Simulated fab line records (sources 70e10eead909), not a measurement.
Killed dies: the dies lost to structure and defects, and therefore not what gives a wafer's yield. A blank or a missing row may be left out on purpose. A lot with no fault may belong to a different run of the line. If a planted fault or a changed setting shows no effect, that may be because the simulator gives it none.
fab line records | flow nand_harc
record: lots: 14 wafers: 42 last_day: 34
route steps=1302 shown P_BONDPAD@379 A_SOURCE_PLATE@416 A_ONON_D1@436 END@1302
lots that met no fault: taken from a fault-free run of the same line
start_h: hours from the record's opening day to when the first of the lot's shown wafers began | wait_h: hours from the lot's prior step to this one | " identical to the entry in the row above | L1.1+2: a single row standing in for several wafers | - no value, or no start was given | * or withheld: withheld | < > ~ a bound
route shown NAME@n: NAME is a module with steps in the file, n the number in the route of the first one | usual: the fault-free wafers' mean and standard deviation | same: alike in all rows | chamber/n: place in a boat | sites: readings site by site | _std_site: the standard deviation of these | _edge_site: outer sites' mean less inner sites' | radius_mm: for every site, how far away it sits from the centre of the wafer | mask NAME#n: copy n | behind: the most recent tool/chamber to have shaped the wafer | hold: why the lot went on hold/how many hours it stayed there/how the hold came to an end | device: the transistor (n, p or np) that didn't switch | end of line: tests of these same wafers at the route's end | step lacking rows: just its recipe | killed: at the first sort, the dies lost to defects and structure; wafer yield is something else | map: shows each die of a wafer: x if killed, . if not, _ if none is there
set.NAME: the setting the step ran with; set.NAME@STEP: the setting that earlier step ran with | model.NAME: the simulator's own value behind a step, which no gauge read
a sample of lots followed through the steps of the route, with each step as a table and each wafer as a row
services: a tool's chamber out of use, with start hour (start_h, from the record's first day; less than 0 if before it), hours out, and reason
== steps ==
step: NHARC_P_BONDPAD_ANNEAL_28
recipe: temp_c: 225 time_s: 90
usual: wafer_temp_C_max: 226.3/0.33
columns lot.wafer tool chamber start_h wait_h wafer_temp_C_max
L224.2 rtp_anneal-02 0 133.73 0.3 226.7
L224.4 " 0 " " 226.7
L224.5 " 0 " " 226.9
L225.2 rtp_anneal-02 0 146.81 - 226.7
L225.3 " 0 " " 226.2
L225.5 " 0 " " 226.6
L227.2 rtp_anneal-01 0 166.43 0.3 226.1
L227.4 " 0 " " 226.0
L227.6 " 0 " " 226.0
L228.2 rtp_anneal-02 0 179.72 0.3 226.2
L228.3 " 0 " " 226.5
L228.6 " 0 " " 226.3
L232.2 rtp_anneal-02 0 222.83 0.3 226.4
L232.5 " 0 " " 226.4
L232.6 " 0 " " 226.7
L233.1 rtp_anneal-01 0 232.94 0.3 225.9
L233.4 " 0 " " 225.8
L233.6 " 0 " " 226.0
L234.4 rtp_anneal-01 0 249.11 - 226.0
L234.5 " 0 " " 225.8
L234.6 " 0 " " 226.4
L236.2 rtp_anneal-01 0 257.83 0.4 226.3
L236.3 " 0 " " 225.9
L236.6 " 0 " " 226.1
L241.2 rtp_anneal-02 0 310.39 - 226.9
L241.3 " 0 " " 226.6
L241.6 " 0 " " 226.8
L242.1 rtp_anneal-02 0 315.20 0.3 226.2
L242.2 " 0 " " 227.4
L242.6 " 0 " " 227.3
L243.2 rtp_anneal-01 0 325.99 - 226.0
L243.3 " 0 " " 226.2
L243.4 " 0 " " 225.6
L245.1 rtp_anneal-01 0 344.85 - 226.4
L245.2 " 0 " " 226.6
L245.5 " 0 " " 226.1
L244.1 rtp_anneal-02 0 348.18 - 226.6
L244.2 " 0 " " 226.1
L244.5 " 0 " " 226.4
L246.1 rtp_anneal-02 0 359.50 - 226.3
L246.3 " 0 " " 226.5
L246.4 " 0 " " 226.0
step: NHARC_A_SOURCE_PLATE_THK_MEAS_09
recipe: thk_meas_gauge: ellipsometry
usual: thk_nm: 9.7/0.95
columns lot.wafer tool chamber start_h wait_h thk_nm
L224.2 film_metro-01 - 146.06 0.4 9.0
L224.4 " - " " 9.9
L224.5 " - " " 8.8
L225.2 film_metro-01 - 159.15 0.4 9.4
L225.3 " - " " 8.8
L225.5 " - " " 9.9
L227.2 film_metro-02 - 178.76 0.4 10.1
L227.4 " - " " 9.1
L227.6 " - " " 9.9
L228.2 film_metro-01 - 190.63 0.4 10.1
L228.3 " - " " 10.4
L228.6 " - " " 9.7
L232.2 film_metro-02 - 236.70 0.4 11.5
L232.5 " - " " 9.3
L232.6 " - " " 9.7
L233.1 film_metro-02 - 243.99 0.4 9.0
L233.4 " - " " 9.9
L233.6 " - " " 10.8
L234.4 film_metro-02 - 257.23 0.4 10.6
L234.5 " - " " 9.9
L234.6 " - " " 10.1
L236.2 film_metro-01 - 268.60 0.4 10.2
L236.3 " - " " 11.3
L236.6 " - " " 8.7
L241.2 film_metro-01 - 322.07 0.4 9.6
L241.3 " - " " 10.0
L241.6 " - " " 11.2
L242.1 film_metro-01 - 326.50 0.4 10.9
L242.2 " - " " 10.2
L242.6 " - " " 9.6
L243.2 film_metro-02 - 338.03 0.4 8.1
L243.3 " - " " 10.7
L243.4 " - " " 8.0
L245.1 film_metro-02 - 355.71 0.4 10.3
L245.2 " - " " 10.4
L245.5 " - " " 7.7
L244.1 film_metro-01 - 359.43 0.4 7.8
L244.2 " - " " 9.8
L244.5 " - " " 9.9
L246.1 film_metro-01 - 370.72 0.4 10.3
L246.3 " - " " 10.8
L246.4 " - " " 9.2
step: NHARC_A_ONON_D1_DEP_16
recipe: target_thk_a: 10000 n2_flow_sccm: 2750 n2o_flow_sccm: 2000 nh3_flow_sccm: 500 sih4_flow_sccm: 210 temp_c: 400
usual: n2_flow_sccm: 2750/7.8
columns lot.wafer tool chamber start_h wait_h n2_flow_sccm
L224.2 pecvd_onon-03 0 170.40 0.1 2752
L224.4 " 0 " " 2761
L224.5 " 0 " " 2752
L225.2 pecvd_onon-03 0 185.56 0.1 2753
L225.3 " 0 " " 2765
L225.5 " 0 " " 2752
L227.2 pecvd_onon-03 0 202.40 0.1 2749
L227.4 " 0 " " 2753
L227.6 " 0 " " 2750
L228.2 pecvd_onon-03 0 213.38 0.1 2757
L228.3 " 0 " " 2737
L228.6 " 0 " " 2747
L232.2 pecvd_onon-04 0 259.38 0.1 2745
L232.5 " 0 " " 2746
L232.6 " 0 " " 2746
L233.1 pecvd_onon-03 0 266.83 0.1 2735
L233.4 " 0 " " 2752
L233.6 " 0 " " 2746
L234.4 pecvd_onon-03 0 281.67 0.2 2754
L234.5 " 0 " " 2754
L234.6 " 0 " " 2757
L236.2 pecvd_onon-04 0 295.91 0.1 2753
L236.3 " 0 " " 2749
L236.6 " 0 " " 2754
L241.2 pecvd_onon-02 0 345.13 0.1 2744
L241.3 " 0 " " 2748
L241.6 " 0 " " 2739
L242.1 pecvd_onon-03 0 349.40 0.1 2755
L242.2 " 0 " " 2768
L242.6 " 0 " " 2758
L243.2 pecvd_onon-03 0 365.08 0.1 2753
L243.3 " 0 " " 2764
L243.4 " 0 " " 2762
L245.1 pecvd_onon-03 0 378.84 0.1 2741
L245.2 " 0 " " 2736
L245.5 " 0 " " 2748
L244.1 pecvd_onon-03 0 382.70 0.1 2746
L244.2 " 0 " " 2744
L244.5 " 0 " " 2744
L246.1 pecvd_onon-03 0 393.95 0.1 2754
L246.3 " 0 " " 2759
L246.4 " 0 " " 2756
step: NHARC_A_ONON_D1_THK_MEAS_18
recipe: thk_meas_gauge: ellipsometry
usual: thk_nm: 1003/12
columns lot.wafer tool chamber start_h wait_h thk_nm
L224.2 film_metro-01 - 170.85 - 1018
L224.4 " - " " 1017
L224.5 " - " " 1016
L225.2 film_metro-01 - 186.02 - 995
L225.3 " - " " 993
L225.5 " - " " 993
L227.2 film_metro-01 - 202.86 - 1013
L227.4 " - " " 1012
L227.6 " - " " 1012
L228.2 film_metro-01 - 213.83 - 1001
L228.3 " - " " 1002
L228.6 " - " " 1002
L232.2 film_metro-01 - 259.84 - 1019
L232.5 " - " " 1020
L232.6 " - " " 1021
L233.1 film_metro-02 - 267.34 - 641
L233.4 " - " " 640
L233.6 " - " " 638
L234.4 film_metro-02 - 282.00 - 629
L234.5 " - " " 631
L234.6 " - " " 630
L236.2 film_metro-01 - 296.36 - 989
L236.3 " - " " 988
L236.6 " - " " 990
L241.2 film_metro-02 - 345.58 - 1004
L241.3 " - " " 1004
L241.6 " - " " 1003
L242.1 film_metro-02 - 349.91 - 998
L242.2 " - " " 998
L242.6 " - " " 999
L243.2 film_metro-02 - 365.53 - 1006
L243.3 " - " " 1007
L243.4 " - " " 1004
L245.1 film_metro-01 - 379.35 - 1017
L245.2 " - " " 1017
L245.5 " - " " 1018
L244.1 film_metro-01 - 383.21 - 1002
L244.2 " - " " 1005
L244.5 " - " " 1003
L246.1 film_metro-02 - 394.47 - 996
L246.3 " - " " 996
L246.4 " - " " 996
step: NHARC_A_ONON_D1_INSPECT_32
usual: raw_defect_count: 66/21
columns lot.wafer tool chamber start_h wait_h raw_defect_count
L224.2 defect_inspect-02 - 173.68 0.0 91
L224.4 " - " " 130
L224.5 " - " " 69
L225.2 defect_inspect-01 - 188.84 0.0 64
L225.3 " - " " 40
L225.5 " - " " 24
L227.2 defect_inspect-02 - 205.70 0.0 82
L227.4 " - " " 77
L227.6 " - " " 84
L228.2 defect_inspect-01 - 216.64 0.0 66
L228.3 " - " " 87
L228.6 " - " " 75
L232.2 defect_inspect-02 - 262.63 0.0 67
L232.5 " - " " 56
L232.6 " - " " 86
L233.1 defect_inspect-02 - 270.16 0.0 70
L233.4 " - " " 76
L233.6 " - " " 86
L234.4 defect_inspect-02 - 284.86 0.0 39
L234.5 " - " " 99
L234.6 " - " " 45
L236.2 defect_inspect-02 - 299.20 0.0 59
L236.3 " - " " 73
L236.6 " - " " 53
L241.2 defect_inspect-02 - 348.47 0.0 50
L241.3 " - " " 53
L241.6 " - " " 31
L242.1 defect_inspect-01 - 352.74 0.0 64
L242.2 " - " " 119
L242.6 " - " " 50
L243.2 defect_inspect-01 - 368.34 0.0 63
L243.3 " - " " 52
L243.4 " - " " 49
L245.1 defect_inspect-02 - 382.15 0.0 46
L245.2 " - " " 55
L245.5 " - " " 50
L244.1 defect_inspect-02 - 386.01 0.0 71
L244.2 " - " " 50
L244.5 " - " " 65
L246.1 defect_inspect-02 - 397.29 0.0 55
L246.3 " - " " 62
L246.4 " - " " 54
step: NHARC_END_SORT_01
recipe: temp_c: 25
usual: killed_at_array: 52/17 killed_at_other: 0.9/1.2 killed_at_periphery: 3.9/2.7 killed_dies: 57/16 killed_open: 3.3/1.9 killed_short: 2.5/1.5
same: gross_dies: 677
columns lot.wafer tool chamber start_h wait_h killed_at_array killed_at_other killed_at_periphery killed_dies killed_open killed_short
L233.1 prober-02 0 654.81 2.5 668 3 6 677 3 2
L233.4 prober-02 0 657.23 3.4 670 2 5 677 4 1
L233.6 prober-02 0 658.83 4.0 670 2 5 677 3 2
L234.4 prober-02 0 672.18 3.4 669 1 7 677 3 2
L234.5 prober-02 0 672.97 3.7 670 0 7 677 2 1
L234.6 prober-02 0 673.76 4.0 673 0 4 677 4 2
killed by level:class
L233.1 A_ONON_D1:area_dep=611 A_CHANNEL_HOLE_D1:chamber_film_flake=35 A_CONTACT:chamber_film_flake=9 A_CHANNEL_HOLE_D2:chamber_film_flake=7 A_SLIT:chamber_film_flake=3 THIN_TSV:chamber_film_flake=3 P_CONTACT:geometric_particle:open=2 P_STI:chamber_film_flake=2
L233.4 A_ONON_D1:area_dep=622 A_CHANNEL_HOLE_D1:chamber_film_flake=30 A_CHANNEL_HOLE_D2:chamber_film_flake=7 A_CONTACT:chamber_film_flake=7 P_STI:chamber_film_flake=3 THIN_TSV:chamber_film_flake=2 P_GATE:geometric_particle:open=1 P_CONTACT:geometric_particle:open=1
L233.6 A_ONON_D1:area_dep=615 A_CHANNEL_HOLE_D1:chamber_film_flake=29 A_CHANNEL_HOLE_D2:chamber_film_flake=12 A_CONTACT:chamber_film_flake=6 P_STI:chamber_film_flake=4 A_CHANNEL_FILL_D1:chamber_film_flake=2 THIN_TSV:chamber_film_flake=2 A_ONON_D1:geometric_particle:open=1
L234.4 A_ONON_D1:area_dep=627 A_SLIT:chamber_film_flake=25 A_CHANNEL_HOLE_D1:chamber_film_flake=4 A_M1:chamber_film_flake=4 P_GATE:chamber_film_flake=3 P_STI:chamber_film_flake=2 A_STAIRCASE:chamber_film_flake=2 P_GATE:geometric_particle:open=1
L234.5 A_ONON_D1:area_dep=627 A_SLIT:chamber_film_flake=32 A_CONTACT:chamber_film_flake=4 P_STI:chamber_film_flake=3 A_CHANNEL_HOLE_D1:chamber_film_flake=3 P_ZERO_WELL:chamber_film_flake=2 P_GATE:chamber_film_flake=2 A_ONON_D1:geometric_particle:short=1
L234.6 A_ONON_D1:area_dep=639 A_SLIT:chamber_film_flake=12 A_CONTACT:chamber_film_flake=7 A_CHANNEL_HOLE_D1:chamber_film_flake=5 A_CHANNEL_FILL_D1:chamber_film_flake=3 P_GATE:geometric_particle:open=1 A_ONON_D1:geometric_particle:short=1 A_DECK1_JOINT:geometric_particle:open=1
== services ==
columns tool chamber start_h hours kind
pecvd_onon-04 - 130.32 13.0 pm
pecvd_onon-02 - 185.24 13.0 pm
pecvd_onon-03 - 227.00 13.0 pm
pecvd_onon-04 - 311.32 13.0 pm
pecvd_onon-02 - 366.24 13.0 pm
rtp_anneal-01 - 372.00 12.0 pm
== key ==
first_sign: step: NHARC_A_ONON_D1_THK_MEAS_18 reading: thk_nm direction: down sigmas: 30 usual: 1003 struck: 635
effect: step: NHARC_END_SORT_01 reading: killed_dies direction: up sigmas: 38 usual: 57 struck: 677
more_kills_born_at: NHARC_A_ONON_D1_DEP_16@pecvd_onon-03: 3741
met_at NHARC_A_ONON_D1_DEP_16
struck_lots L233,L234
struck_wafers L233.1,L233.4,L233.6,L234.4,L234.5,L234.6
later_rows_left_out L233.1,L233.4,L233.6,L234.4,L234.5,L234.6
tester_left_out L233,L234
not_acting_at NHARC_P_BONDPAD_ANNEAL_28,NHARC_A_SOURCE_PLATE_THK_MEAS_09,NHARC_A_ONON_D1_INSPECT_32
onset_between 213.38 266.83
fault: kind: process_parameter_drift tool: pecvd_onon-03 chamber: 0 onset_h: 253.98 steps: NHARC_A_ONON_D1_DEP_16 channel: target_thk_a offset: * shape: step end_h: 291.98 acts_in: * stated: *
tester_left_out: of these lots the tester's yield and bins aren't shown, on N5 and GAA mostly nor the transistor test; their killed dies are dies lost to structure and defects alone, not to doping, threshold or leakage, so they don't give the yield
later_rows_left_out: the simulator's readings of these wafers behind a module that went badly wrong aren't trusted and aren't shown, but for the sort
